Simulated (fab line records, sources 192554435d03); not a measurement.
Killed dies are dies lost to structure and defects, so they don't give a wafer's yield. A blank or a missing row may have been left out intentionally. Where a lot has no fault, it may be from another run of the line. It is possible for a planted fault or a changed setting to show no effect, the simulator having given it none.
Matching of chambers + flow n5-finfet + ald-sin-02 running N5_BEOL_M2_ALD_98: 4 sister chambers
The step deposits SiO2, target thk 2.5 nm, pulse time 1 s, co reactant pulse time 1 s. 36 wafers are shown with their chamber, then 12 later ones without.

== WAFERS, EACH WITH ITS CHAMBER ==
| wafer  | chamber | heater-power-w (W) | precursor-pulse-height-rel |
|--------|---------|--------------------|----------------------------|
| L074.1 | 3       | 69                 | 1.015                      |
| L074.2 | 0       | 86                 | 0.999                      |
| L074.3 | 2       | 69                 | 1.039                      |
| L077.1 | 1       | 65                 | 1.034                      |
| L077.2 | 2       | 67                 | 0.980                      |
| L077.5 | 0       | 90                 | 0.968                      |
| L076.2 | 2       | 68                 | 1.001                      |
| L076.5 | 2       | 69                 | 1.018                      |
| L076.6 | 3       | 70                 | 1.000                      |
| L078.2 | 2       | 67                 | 1.003                      |
| L078.4 | 1       | 65                 | 0.977                      |
| L078.6 | 2       | 68                 | 0.999                      |
| L079.1 | 2       | 68                 | 1.009                      |
| L079.2 | 1       | 65                 | 0.999                      |
| L079.4 | 3       | 70                 | 1.014                      |
| L080.2 | 3       | 69                 | 0.989                      |
| L080.3 | 1       | 64                 | 1.011                      |
| L080.6 | 0       | 87                 | 0.981                      |
| L081.1 | 2       | 68                 | 1.009                      |
| L081.3 | 0       | 92                 | 0.984                      |
| L081.6 | 3       | 68                 | 0.987                      |
| L082.2 | 2       | 70                 | 0.998                      |
| L082.3 | 1       | 65                 | 1.019                      |
| L082.6 | 2       | 69                 | 1.013                      |
| L083.3 | 1       | 65                 | 1.012                      |
| L083.4 | 0       | 88                 | 1.024                      |
| L083.5 | 0       | 92                 | 1.026                      |
| L087.4 | 2       | 67                 | 0.996                      |
| L087.5 | 3       | 69                 | 1.008                      |
| L087.6 | 2       | 68                 | 0.996                      |
| L092.1 | 0       | 90                 | 0.991                      |
| L092.2 | 2       | 68                 | 1.012                      |
| L092.4 | 3       | 70                 | 1.013                      |
| L091.1 | 3       | 68                 | 1.001                      |
| L091.4 | 0       | 89                 | 1.022                      |
| L091.5 | 0       | 88                 | 1.006                      |

SIGNATURES, as means of the wafers listed above
| reading                    | chamber 0 | chamber 1 | chamber 2 | chamber 3 | scatter within a chamber |
|----------------------------|-----------|-----------|-----------|-----------|--------------------------|
| heater-power-w             | 89.11     | 64.83     | 68.15     | 69.12     | 1.25                     |
| precursor-pulse-height-rel | 1.00011   | 1.00867   | 1.00562   | 1.00337   | 0.0164                   |
Rule: for a wafer and a chamber, the distance is found by dividing, reading by reading, the gap between the wafer's reading and the chamber's mean by the reading's scatter, squaring, summing and taking the root. The wafer belongs to the nearest chamber; if the next one is less than 2 further off, it can't be placed. The scatter: take each reading less its chamber's mean, square it, sum over the shown wafers, divide by the number of wafers less the number of chambers, and take the root.

== WAFERS WITHOUT THEIR CHAMBER ==
| wafer  | heater-power-w (W) | precursor-pulse-height-rel |
|--------|--------------------|----------------------------|
| L094.1 | 88                 | 0.964                      |
| L094.2 | 70                 | 0.997                      |
| L094.3 | 67                 | 1.023                      |
| L094.4 | 65                 | 0.998                      |
| L094.5 | 70                 | 1.002                      |
| L094.6 | 66                 | 0.991                      |
| L096.1 | 70                 | 0.991                      |
| L096.2 | 64                 | 1.003                      |
| L096.3 | 89                 | 0.997                      |
| L097.3 | 88                 | 1.038                      |
| L097.4 | 67                 | 1.007                      |
| L097.6 | 88                 | 1.014                      |

== THE CHAMBER EACH PASSED THROUGH ==
| wafer  | from the rows above          | in truth |
|--------|------------------------------|----------|
| L094.1 | 0                            | 0        |
| L094.2 | can't be placed: 3 or 2      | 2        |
| L094.3 | can't be placed: 2 or 1 or 3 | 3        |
| L094.4 | can't be placed: 1 or 2      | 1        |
| L094.5 | can't be placed: 3 or 2      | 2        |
| L094.6 | can't be placed: 1 or 2 or 3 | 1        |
| L096.1 | can't be placed: 3 or 2      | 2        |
| L096.2 | 1                            | 1        |
| L096.3 | 0                            | 0        |
| L097.3 | 0                            | 0        |
| L097.4 | can't be placed: 2 or 3 or 1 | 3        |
| L097.6 | 0                            | 0        |
Placed correctly: 5 of 12. Cannot be placed on the basis of these rows: 7; the candidates contain the true chamber in 7. Placed wrongly: 0.
